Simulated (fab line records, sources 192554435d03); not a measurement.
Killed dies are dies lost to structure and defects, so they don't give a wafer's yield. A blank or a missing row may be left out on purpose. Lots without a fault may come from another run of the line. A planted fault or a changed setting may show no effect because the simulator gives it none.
Which tool did it? | flow n5_finfet | 12 lots, 36 wafers sampled, at 1 step of a route of 1938

WHAT THE GAUGES READ, wafer by wafer
N5_MOL_CONTACT_COAG_INSPECT_97: inspects for defects (darkfield).
lot  | measured     | on                | raw_defect_count
L075 | day 5 20:34  | defect_inspect-01 | 57 38 52
L077 | day 6 05:21  | defect_inspect-02 | 47 25 47
L079 | day 6 23:34  | defect_inspect-01 | 16 45 44
L081 | day 7 08:11  | defect_inspect-02 | 39 38 31
L083 | day 7 14:58  | defect_inspect-01 | 38 35 21
L084 | day 8 04:44  | defect_inspect-02 | 45 62 28
L086 | day 8 15:20  | defect_inspect-02 | 43 38 29
L089 | day 9 10:03  | defect_inspect-02 | 32 34 37
L091 | day 9 22:44  | defect_inspect-01 | 49 45 58
L093 | day 10 03:48 | defect_inspect-01 | 75 51 57
L095 | day 11 03:49 | defect_inspect-02 | 53 38 34
L096 | day 11 15:11 | defect_inspect-01 | 22 15 25

WHICH TOOL RAN EACH LOT (tool, then ch and the chambers of the sampled wafers, then the start)
The record holds no process step before these readings.

THE ANSWER, worked out from the rows above alone
Rule: what is usual is taken from the lots themselves. Put in order of their means at a reading, lots are off if they are a third of the lots or fewer, leave a main group of 4 or more, and stand apart from it by a gap of 3 or more times the standard deviation of the main group's means; of several such gaps the widest counts. A main group whose means are all the same, to the digits that the tables above print for the reading, isn't used. A lot without any number at a reading at which 4 lots or more have one is off too. The other lots that the step has rows for count as sound.
No lot is off at any reading shown: from this, nothing can be told.

WHAT THE SIMULATOR HAD PUT IN
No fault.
